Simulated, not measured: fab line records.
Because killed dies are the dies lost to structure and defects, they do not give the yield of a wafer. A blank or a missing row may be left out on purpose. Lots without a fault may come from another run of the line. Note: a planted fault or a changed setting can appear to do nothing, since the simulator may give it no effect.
fab line records    flow nand-harc
[record] lots = 13  wafers = 39  last-day = 25
route steps=1159 shown THIN_TSV@1118
lots with no fault: from the same line, run without faults
start-h: hours from the record's first day to the start of the lot's first wafer shown    wait-h: hours since the lot's step before    " unchanged from the row above    L1.1+2: one row covering several wafers at once    - either no value or no given start    * or withheld: withheld    < > ~ a bound
route shown NAME@n: names a module that has steps shown in the file, with the first one's number in the route    usual: the fault-free wafers' mean and standard deviation    same: alike in all rows    chamber/n: place in a boat    sites: each site's reading    _std_site: the standard deviation of these    _edge_site: inner sites' mean taken away from outer sites' mean    radius-mm: how far each site lies from the wafer's centre    mask NAME#n: copy n    behind: tool/chamber where the wafer was last shaped    hold: reason for holding the lot/hours on hold/outcome of the hold    device: names the non-switching transistor (n, p or np)    end of line: tests run on the same wafers once the route is complete    a step without rows: its recipe alone    killed: at the first sort, the dies lost to defects and structure; wafer yield is something else    map: a wafer's dies, x killed, . not, _ none there
set.NAME: the setting the step ran with; set.NAME@STEP: the setting that earlier step ran with    model.NAME: the simulator's own value behind a step, which no gauge read
steps of the route over a sample of lots; a table a step, a row a wafer
services: the hour from which a tool's chamber was out of use, counted from the record's first day as start-h (under 0 if before that day), plus the number of hours and why
[[steps]]
[step NHARC_THIN_TSV_DESCUM_14]
[recipe] time-s = 3  o2-flow-sccm = 200  ar-flow-sccm = 0  bias-power-w = 0  chemistry = O2
[usual] chamber-pressure-mTorr = 60.00/0.055  drypump-motor-current-A = 5.7/0.42  oes-product-au = 0.998/0.011  rf-vpp-V = 57.6/0.85  showerhead-plenum-p-Torr = 1.88/0.058  throttle-valve-pct = 11.310/0.0092
lot.wafer  tool         chamber  start-h  wait-h  chamber-pressure-mTorr  drypump-motor-current-A  oes-product-au  rf-hours-counter-h  rf-vpp-V  showerhead-plenum-p-Torr  throttle-valve-pct
L272.4     rie-diel-01  2        444.81   -       59.98                   5.1                      1.003           8                   57.4      1.94                      11.313
L272.3     "            0        "        "       60.05                   6.4                      1.016           7                   57.6      1.92                      11.284
L272.5     "            2        "        "       60.01                   5.1                      1.005           -                   57.9      1.95                      11.303
L273.3     rie-diel-10  1        450.70   -       60.00                   5.3                      0.973           5                   58.0      1.87                      11.311
L273.1     "            0        "        "       60.03                   5.9                      0.997           5                   57.0      1.87                      11.311
L273.6     "            1        "        "       59.95                   5.3                      0.987           -                   57.6      1.87                      11.308
L274.2     rie-diel-01  0        451.75   -       60.04                   6.3                      1.012           7                   58.8      1.92                      11.299
L274.1     "            1        "        "       60.12                   5.6                      1.005           8                   58.6      1.94                      11.313
L274.5     "            3        "        "       60.02                   5.6                      0.999           -                   57.6      1.80                      11.307
L275.3     rie-diel-02  3        473.12   -       60.00                   6.2                      1.008           14                  56.9      1.77                      11.315
L275.1     "            2        "        "       59.93                   5.4                      0.998           14                  57.6      1.87                      11.302
L275.5     "            0        "        "       60.12                   5.5                      0.990           -                   57.9      1.93                      11.319
L277.1     rie-diel-10  2        480.03   -       60.01                   6.1                      1.010           6                   55.3      1.93                      11.306
L277.2     "            3        "        "       60.03                   5.1                      1.008           6                   56.7      1.90                      11.327
L277.6     "            2        "        "       60.01                   6.1                      1.007           -                   58.9      1.93                      11.309
L279.4     rie-diel-01  0        481.68   -       60.10                   6.4                      1.010           9                   56.0      1.92                      11.335
L279.2     "            1        "        "       60.00                   5.6                      0.997           10                  58.3      1.94                      11.308
L279.3     "            2        "        "       59.91                   5.1                      1.007           11                  57.4      1.94                      11.312
L282.4     rie-diel-01  0        537.53   -       59.99                   6.4                      1.009           1                   58.0      1.92                      11.317
L282.2     "            2        "        "       60.10                   5.1                      1.002           1                   57.6      1.94                      11.295
L282.6     "            1        "        "       60.00                   5.6                      0.993           -                   57.0      1.93                      11.310
L286.1     rie-diel-02  2        548.77   -       59.90                   5.3                      0.977           2                   58.0      1.87                      11.320
L286.3     "            3        "        "       60.01                   6.1                      1.011           2                   58.1      1.77                      11.289
L286.6     "            2        "        "       60.01                   5.4                      0.989           -                   56.0      1.87                      11.314
L289.4     rie-diel-10  3        549.84   -       60.05                   5.1                      0.998           1                   58.4      1.90                      11.325
L289.2     "            1        "        "       60.12                   5.3                      0.983           0                   59.0      1.86                      11.320
L289.3     "            2        "        "       59.96                   6.1                      0.993           1                   56.9      1.93                      11.302
L287.4     rie-diel-01  2        563.25   -       60.01                   5.0                      1.011           3                   58.3      1.94                      11.314
L287.2     "            0        "        "       60.01                   6.3                      1.007           3                   57.9      1.92                      11.322
L287.3     "            1        "        "       60.05                   5.6                      0.993           3                   57.0      1.93                      11.312
L293.1     rie-diel-10  3        570.14   -       59.98                   5.1                      0.997           2                   57.1      1.90                      11.308
L293.5     "            1        "        "       59.86                   5.3                      0.977           -                   57.6      1.86                      11.294
L293.4     "            2        "        "       60.09                   6.1                      0.998           -                   58.3      1.93                      11.314
L288.1     rie-diel-02  3        572.39   -       60.05                   6.2                      1.022           5                   58.1      1.77                      11.306
L288.2     "            0        "        "       59.97                   5.5                      1.008           5                   57.2      1.93                      11.313
L288.5     "            3        "        "       60.02                   6.2                      1.030           -                   56.5      1.77                      11.321
L294.2     rie-diel-01  2        585.37   -       59.99                   5.1                      1.004           5                   56.5      1.94                      11.314
L294.1     "            3        "        "       60.02                   5.6                      1.000           5                   58.1      1.80                      11.315
L294.4     "            0        "        "       60.00                   6.4                      0.997           5                   57.6      1.92                      11.309
[step NHARC_THIN_TSV_DEGAS_49]
[recipe] temp-c = 300  time-s = 120
[usual] heater-power-w = 458/47
lot.wafer  tool            chamber  start-h  wait-h  heater-power-w
L272.3     pvd-sputter-02  -        447.56   0.1     449
L272.4     "               -        "        "       443
L272.5     "               -        "        "       433
L273.3     pvd-sputter-01  -        453.32   0.1     426
L273.1     "               -        "        "       472
L273.6     "               -        "        "       476
L274.1     pvd-sputter-02  -        454.35   0.1     455
L274.2     "               -        "        "       431
L274.5     "               -        "        "       443
L275.1     pvd-sputter-01  -        475.91   0.2     479
L275.3     "               -        "        "       347
L275.5     "               -        "        "       482
L277.2     pvd-sputter-01  -        482.63   0.1     347
L277.1     "               -        "        "       457
L277.6     "               -        "        "       461
L279.3     pvd-sputter-01  -        484.28   0.1     356
L279.2     "               -        "        "       426
L279.4     "               -        "        "       466
L282.2     pvd-sputter-02  -        540.20   0.2     480
L282.4     "               -        "        "       431
L282.6     "               -        "        "       450
L286.1     pvd-sputter-03  -        551.44   0.2     535
L286.3     "               -        "        "       492
L286.6     "               -        "        "       539
L289.3     pvd-sputter-03  -        552.58   0.1     477
L289.4     "               -        "        "       490
L289.2     "               -        "        "       525
L287.4     pvd-sputter-03  -        566.03   0.1     542
L287.2     "               -        "        "       504
L287.3     "               -        "        "       514
L293.4     pvd-sputter-03  -        573.04   0.1     487
L293.1     "               -        "        "       533
L293.5     "               -        "        "       498
L288.1     pvd-sputter-01  -        575.00   0.1     469
L288.2     "               -        "        "       469
L288.5     "               -        "        "       383
L294.2     pvd-sputter-01  -        588.00   0.2     394
L294.4     "               -        "        "       465
L294.1     "               -        "        "       434
[step NHARC_THIN_TSV_ETCH_59]
[recipe] target-depth-a = 8800  icp-w = 900  bias-w = 100  Cl2_flow_sccm = 60  bcl3-flow-sccm = 30  time-s = 138.1  chemistry = Cl2/BCl3
[usual] chamber-pressure-mTorr = 10.001/0.011  drypump-motor-current-A = 5.7/0.41  oes-product-au = 1.002/0.0092  throttle-valve-pct = 22.266/0.0092
lot.wafer  tool          chamber  start-h  wait-h  chamber-pressure-mTorr  drypump-motor-current-A  oes-product-au  rf-hours-counter-h  throttle-valve-pct
L272.3     rie-metal-01  0        451.28   0.2     9.998                   5.9                      1.014           -                   22.253
L272.4     "             1        "        "       10.001                  5.8                      0.988           -                   22.254
L272.5     "             0        "        "       9.993                   5.9                      1.003           -                   22.271
L273.1     rie-metal-02  0        456.81   0.2     9.996                   5.1                      1.010           1.3                 22.269
L273.3     "             1        "        "       10.011                  6.5                      0.995           -                   22.264
L273.6     "             0        "        "       10.008                  5.1                      1.001           -                   22.264
L274.1     rie-metal-01  1        457.83   0.1     9.995                   5.8                      0.980           3.6                 22.270
L274.2     "             0        "        "       10.020                  5.9                      1.004           3.6                 22.269
L274.5     "             0        "        "       10.004                  5.9                      1.002           -                   22.272
L275.1     rie-metal-01  1        479.23   0.1     9.994                   5.7                      0.986           4.3                 22.276
L275.3     "             1        "        "       9.984                   5.8                      0.991           -                   22.270
L275.5     "             0        "        "       10.007                  5.9                      1.017           -                   22.247
L277.1     rie-metal-03  1        486.12   0.1     9.997                   5.7                      1.006           0.8                 22.272
L277.2     "             0        "        "       9.994                   5.5                      1.008           0.8                 22.251
L277.6     "             1        "        "       9.978                   5.7                      1.010           -                   22.261
L279.2     rie-metal-03  1        487.77   0.1     9.991                   5.7                      1.005           1.0                 22.278
L279.4     "             0        "        "       9.986                   5.5                      1.025           -                   22.273
L279.3     "             1        "        "       10.007                  5.7                      1.009           -                   22.259
L282.2     rie-metal-02  0        543.82   0.1     9.999                   5.1                      0.999           4.0                 22.276
L282.4     "             1        "        "       10.013                  6.5                      0.996           -                   22.267
L282.6     "             1        "        "       10.008                  6.5                      1.007           -                   22.259
L286.1     rie-metal-02  1        554.89   0.1     9.991                   6.5                      0.999           4.2                 22.271
L286.3     "             0        "        "       10.013                  5.1                      0.915           -                   22.276
L286.6     "             0        "        "       9.978                   5.1                      1.001           -                   22.268
L289.2     rie-metal-03  1        556.06   0.1     9.991                   5.7                      1.010           3.1                 22.261
L289.4     "             1        "        "       9.987                   5.7                      1.013           -                   22.260
L289.3     "             0        "        "       10.001                  5.5                      1.002           -                   22.266
L287.2     rie-metal-03  1        569.46   0.1     10.004                  5.7                      1.013           3.6                 22.250
L287.3     "             1        "        "       10.002                  5.7                      1.016           -                   22.275
L287.4     "             0        "        "       9.989                   5.6                      1.002           -                   22.270
L293.1     rie-metal-03  1        576.98   0.2     9.999                   5.7                      1.001           4.0                 22.262
L293.4     "             1        "        "       9.987                   5.7                      0.993           -                   22.284
L293.5     "             1        "        "       10.001                  5.7                      1.008           -                   22.267
L288.1     rie-metal-01  0        578.67   0.1     9.998                   5.9                      0.992           1.9                 22.264
L288.2     "             0        "        "       9.997                   5.9                      0.987           -                   22.269
L288.5     "             0        "        "       9.996                   5.9                      0.993           -                   22.244
L294.2     rie-metal-03  1        591.43   0.1     9.988                   5.7                      1.008           4.6                 22.273
L294.1     "             0        "        "       10.004                  5.5                      1.011           4.6                 22.251
L294.4     "             0        "        "       10.000                  5.5                      1.001           -                   22.260
[step NHARC_THIN_TSV_CD_MEAS_37]
[usual] cd-nm = 4999.7/2.7
lot.wafer  tool       chamber  start-h  wait-h  cd-nm
L272.3     cd-sem-02  -        452.36   -       4997.8
L272.4     "          -        "        "       4997.5
L272.5     "          -        "        "       4998.4
L273.1     cd-sem-02  -        457.93   -       5001.0
L273.3     "          -        "        "       5006.4
L273.6     "          -        "        "       5002.1
L274.1     cd-sem-02  -        459.05   -       4997.1
L274.2     "          -        "        "       4998.1
L274.5     "          -        "        "       4998.7
L275.1     cd-sem-02  -        480.38   -       5001.1
L275.3     "          -        "        "       4994.8
L275.5     "          -        "        "       4998.8
L277.1     cd-sem-03  -        487.28   -       5000.4
L277.2     "          -        "        "       4998.9
L277.6     "          -        "        "       5001.8
L279.2     cd-sem-02  -        488.91   -       5001.5
L279.3     "          -        "        "       4999.4
L279.4     "          -        "        "       5004.6
L282.2     cd-sem-01  -        545.52   -       4999.2
L282.4     "          -        "        "       4996.6
L282.6     "          -        "        "       4998.5
L286.1     cd-sem-02  -        556.23   -       4998.2
L286.3     "          -        "        "       5005.6
L286.6     "          -        "        "       5001.5
L289.2     cd-sem-01  -        557.21   -       4998.2
L289.3     "          -        "        "       5002.9
L289.4     "          -        "        "       4999.1
L287.2     cd-sem-02  -        570.62   -       5001.4
L287.3     "          -        "        "       4999.7
L287.4     "          -        "        "       4999.0
L293.1     cd-sem-03  -        578.09   -       4996.9
L293.4     "          -        "        "       5001.0
L293.5     "          -        "        "       4998.0
L288.1     cd-sem-02  -        580.08   -       5000.3
L288.2     "          -        "        "       4996.6
L288.5     "          -        "        "       4997.9
L294.1     cd-sem-01  -        592.59   -       5003.7
L294.2     "          -        "        "       5002.3
L294.4     "          -        "        "       5001.2
[[services]]
tool            chamber  start-h  hours  kind
rie-diel-02     3        431.82   3.5    repair
rie-diel-01     3        435.57   9.0    repair
pvd-sputter-01  -        439.33   12.3   repair
rie-metal-03    -        453.00   9.0    pm
rie-diel-10     0        456.52   8.1    repair
pvd-sputter-03  -        458.02   10.0   pm
rie-diel-10     -        473.57   0.6    repair
rie-diel-01     0        476.86   2.6    repair
pvd-sputter-02  -        480.80   6.0    repair
rie-diel-01     -        491.80   9.0    pm
rie-diel-02     -        505.34   9.0    pm
pvd-sputter-03  -        507.27   4.3    repair
rie-metal-01    -        509.00   9.0    pm
rie-diel-01     -        515.22   0.3    repair
pvd-sputter-01  -        521.19   10.0   pm
rie-diel-10     -        530.50   9.0    pm
rie-metal-02    -        565.00   9.0    pm
rie-diel-10     0        567.42   21.3   repair
pvd-sputter-02  -        570.00   10.0   pm
rie-metal-01    1        578.22   10.3   repair
pvd-sputter-02  -        580.29   3.4    repair
pvd-sputter-03  -        581.49   0.7    repair
rie-diel-02     2        588.56   3.2    repair
rie-metal-01    0        589.49   24.3   repair
[[key]]
[first-sign] step = NHARC_THIN_TSV_ETCH_59  reading = oes-product-au  direction = down  sigmas = 9.4  usual = 1.002  struck = 0.915
effect none on later readings
met-at NHARC_THIN_TSV_ETCH_59
struck-lots L286
struck-wafers L286.3
later-rows-left-out L286.3
sort-left-out L286.3
not-acting-at NHARC_THIN_TSV_DESCUM_14,NHARC_THIN_TSV_DEGAS_49,NHARC_THIN_TSV_CD_MEAS_37
onset-between 543.82 554.89
[fault] kind = process-parameter-drift  tool = rie-metal-02  chamber = -  onset-h = 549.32  steps = NHARC_THIN_TSV_ETCH_59  channel = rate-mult  offset = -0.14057  shape = step  end-h = 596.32  scope = struck-wafers-only
// sort-left-out: the simulated sort isn't trusted on such a fault, so these wafers' sort isn't shown, and their yield isn't known
// later-rows-left-out: the simulator's readings of these wafers behind a module that went badly wrong aren't trusted and aren't shown, but for the sort
